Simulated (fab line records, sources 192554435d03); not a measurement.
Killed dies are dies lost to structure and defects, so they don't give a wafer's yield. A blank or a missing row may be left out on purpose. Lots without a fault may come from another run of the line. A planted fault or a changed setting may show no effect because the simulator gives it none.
A struck lot beside a sound one | flow n5_finfet | 27 steps out of a route of 1938
Sound: wafers L672.1, L672.2, L672.4. Struck: wafer L660.2. (L660.1, L660.4 of the same lot were not struck and are left out.) The cause comes at the end.
At each step with rows: each side's tool, then ch and its chambers, then its first start. Under that, the readings that differ: sound wafers | struck wafers | difference of the means | sigmas: that difference in standard deviations of wafers without a fault.
alike: readings whose means differ by less than 2 such deviations, and words and numbers that are the same on both sides. not compared: withheld readings, readings that some wafer has no value for, bounds like >300 that may hide the same value, and numbers for which the record gives no deviation and whose values overlap.
The two part at a step that has a row with sigmas, a row that says differs or no value, or rows on one side only. Numbers that don't overlap but have no deviation are shown without sigmas and don't part them. A reading that every wafer of one side lacks parts them only if that side has two wafers or more.

first, 10 steps without rows for these wafers: N5_FIN_SAQP_PRECLEAN_42 (cleans in O3/DIW, time 60 s); N5_FIN_SAQP_PRECLEAN_00 (cleans in SC1, time 60 s); N5_FIN_SAQP_PRECLEAN_44 (cleans in SC2, time 45 s); N5_FIN_SAQP_SRD_01 (time 30 s); N5_FIN_SAQP_ALD_61 (deposits SiO2, target thk 4 nm, pulse time 1 s, purge time 2 s); N5_FIN_SAQP_DENSIFY_62 (time 60 s); N5_FIN_SAQP_HM_DEP_03 (deposits SiNx from SiH4/NH3/N2, target thk 38 nm, time 33.6 s); N5_FIN_SAQP_PECVD_47 (deposits a-Si from SiH4/He, target thk 45 nm, time 36.3 s); N5_FIN_SAQP_PECVD_48 (deposits SiNx from SiH4/NH3/N2, target thk 25 nm, time 22.1 s); N5_FIN_SAQP_PECVD_06 (deposits a-Si from SiH4/He, target thk 60 nm, time 48.1 s).
N5_FIN_SAQP_HM_DEP_72: deposits SiO2 from SiH4/N2O, target thk 12 nm, time 7.2 s.
  sound on pecvd-04 ch 0,1, day 7 16:11; struck on pecvd-04 ch 2, day 4 14:56
  reading                                      | sound            | struck | difference | sigmas
  model.SiO2_of_FIN_SAQP_HM_DEP_72.thk_nm (nm) | 12.1 11.64 12.05 | 11.44  | -0.49      |
  alike: heater_power_w, showerhead_plenum_p_Torr
  not compared: since_wet_clean_h
then, 12 steps without rows for these wafers: N5_FIN_SAQP_COAT_49 (time 60 s, resist thk 100 nm); N5_FIN_SAQP_COAT_50 (time 60 s, resist thk 35 nm); N5_FIN_SAQP_COAT_10 (resist thk 90 nm); N5_FIN_SAQP_EBR_12; N5_FIN_SAQP_SOFTBAKE_11 (time 60 s); N5_FIN_SAQP_EXPOSE_13 (exposes mask FIN CORE, target cd 35.6 nm); N5_FIN_SAQP_PEB_14 (peb time 60 s); N5_FIN_SAQP_DEVELOP_15 (develop time 30 s); N5_FIN_SAQP_DESCUM_21 (chemistry O2, time 7.9 s); N5_FIN_SAQP_ETCH_51 (etches SiARC in CF4, target depth 45.5 nm, time 75.8 s); N5_FIN_SAQP_ETCH_52 (etches SOC in N2/H2, target depth 100 nm, overetch 20 nm, time 150 s); N5_FIN_SAQP_STRIP_53 (strips in N2/H2).
N5_FIN_SAQP_HM_OPEN_73: chemistry CHF3/O2, target SiO2, stops on a-Si, target depth 12 nm, time 16.8 s.
  sound on rie_diel-05 ch 1,2, day 7 16:57; struck on rie_diel-05 ch 1, day 4 15:40
  reading                  | sound            | struck | difference | sigmas
  model.etch.depth_nm (nm) | 12.1 11.64 12.05 | 11.44  | -0.49      |
  alike: bias_w, drypump_motor_current_A, oes_product_au, rf_vpp_V, showerhead_plenum_p_Torr, throttle_valve_pct
  not compared: rf_hours_counter_h
then, 1 step without rows for these wafers: N5_FIN_SAQP_STRIP_74 (strips in CHF3/O2).
-- the record jumps here: 6 days lie between the struck wafers' starts before and after (it left off in module FIN_SAQP and takes up again in module BEOL_M4, whose first step shown is number 1111 of the route) --
N5_BEOL_M4_RC_MEAS_101:
  sound on prober-02 ch 0, day 13 22:04; struck on prober-01 ch 0, day 10 17:20
  alike: DIBL_N, DIBL_P, IOFF_N, IOFF_P, ION_N, ION_P, SS_N, SS_P, VT_N, VT_P
-- the record jumps here: 4 days lie between the struck wafers' starts before and after (it left off in module BEOL_M4 and takes up again in module PASSIVATION, whose first step shown is number 1936 of the route) --
N5_PASSIVATION_PROBE_49:
  sound on prober-02, day 18 10:18; struck on prober-01, day 14 23:22
  reading                 | sound       | struck | difference | sigmas
  sort_bin_5_function (%) | 5.3 4.9 4.8 | 7.0    | +2.0       | +2
  alike: defect_limited_yield, killed_at_M0_to_M3, killed_at_M4_up, killed_at_contacts, killed_at_front_end, killed_at_other, killed_dies, killed_on_rim, killed_open, killed_short, sort_bin_4_leakage, sort_bin_6_memory, sort_bin_8_speed, sort_n_pass, sort_yield_pct

WHERE THEY PART
Only at N5_PASSIVATION_PROBE_49, within this record.

WHY: what the simulator had put in
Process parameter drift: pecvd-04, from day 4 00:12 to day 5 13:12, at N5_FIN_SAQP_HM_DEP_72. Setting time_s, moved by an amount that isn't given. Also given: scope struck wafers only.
